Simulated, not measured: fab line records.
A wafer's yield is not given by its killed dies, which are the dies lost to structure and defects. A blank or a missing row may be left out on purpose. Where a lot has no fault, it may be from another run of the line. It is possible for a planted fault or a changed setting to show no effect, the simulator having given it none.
3 desks, one fault ; flow n5 finfet ; what lay behind the numbers comes last; until then each desk has only its own

THE DEFECT DESK
Lot by lot, what the route's inspections counted, given as the mean of those sampled wafers with a number. Any lot whose mean is over 4 standard deviations away from the usual mean is out of limits and marked OUT; that distance is given in the brackets.
Columns: A = raw defect count at N5_FIN_CUT_INSPECT_10, usual 43
lot;first seen here;A
L576;day 3 20:56;40
L582;day 5 08:26;57
L583;day 5 15:39;35
L587;day 6 16:04;49
L590;day 7 08:38;59
L592;day 7 23:37;48
This desk found nothing out of limits on any of the 6 lots.

TOOL OWNER'S DESK, rie si-06
The tool's own readings at N5_FIN_CUT_CUT_ETCH_15 (etches Si in HBr/Cl2/O2, target depth 100 nm, bt time 10 s, time 42.4 s): means of the sampled wafers that have a number, for each lot that ran on this tool. Any lot whose mean is over 4 standard deviations away from the usual mean is out of limits and marked OUT; that distance is given in the brackets.
Columns: A = drypump motor current A at N5_FIN_CUT_CUT_ETCH_15, usual 5.8 A; B = oes product au at N5_FIN_CUT_CUT_ETCH_15, usual 1.000 a.u.; C = throttle valve pct at N5_FIN_CUT_CUT_ETCH_15, usual 37.17 %
lot;first seen here;A;B;C
L582;day 5 09:06;5.5;1.013;37.21
L583;day 5 16:19;5.3;0.985;37.25
L590;day 7 09:18;5.5;1.000;37.41
This desk found nothing out of limits on any of the 3 lots.

FROM THE METROLOGY DESK
What the gauges read, lot by lot, whatever tool the lot ran on: means of the sampled wafers that have a number. Any lot whose mean is over 4 standard deviations away from the usual mean is out of limits and marked OUT; that distance is given in the brackets. Of its 11 readings 7 are shown: those that lie furthest out on some lot.
Columns: A = FIN_CUT_OVL at N5_FIN_CUT_OVL_MEAS_09, usual -0.1 nm; B = DIBL_N at N5_BEOL_M4_RC_MEAS_101, usual 37.2 mV/V; C = DIBL_P at N5_BEOL_M4_RC_MEAS_101, usual 37.3 mV/V; D = IOFF_N at N5_BEOL_M4_RC_MEAS_101, usual 0.18 nA/um; E = IOFF_P at N5_BEOL_M4_RC_MEAS_101, usual 0.24 nA/um; F = ION_P at N5_BEOL_M4_RC_MEAS_101, usual 466 uA/um; G = SS_P at N5_BEOL_M4_RC_MEAS_101, usual 73.5 mV/dec
lot;first seen here;A;B;C;D;E;F;G
L576;day 3 20:53;-0.4;37.1;37.8;0.18;0.22;462;73.3
L582;day 5 08:24;-0.8;37.3;37.3;0.17;0.24;460;73.5
L583;day 5 15:36;0.2;40.7;40.5;0.23;0.29;466;74.6
L587;day 6 16:01;-1.0;37.3;39.5;0.20;0.28;478;73.8
L590;day 7 08:34;-0.8;36.0;36.4;0.16;0.21;464;73.8
L592;day 7 23:35;0.5;39.7;40.0;0.24;0.32;470;74.8
This desk found nothing out of limits on any of the 6 lots.

BROUGHT TOGETHER
Nothing out of limits was seen by the defect desk.
Nothing out of limits was seen by the tool owner's desk.
From the metrology desk's view, nothing was out of limits.

WHAT THE SIMULATOR PUT IN
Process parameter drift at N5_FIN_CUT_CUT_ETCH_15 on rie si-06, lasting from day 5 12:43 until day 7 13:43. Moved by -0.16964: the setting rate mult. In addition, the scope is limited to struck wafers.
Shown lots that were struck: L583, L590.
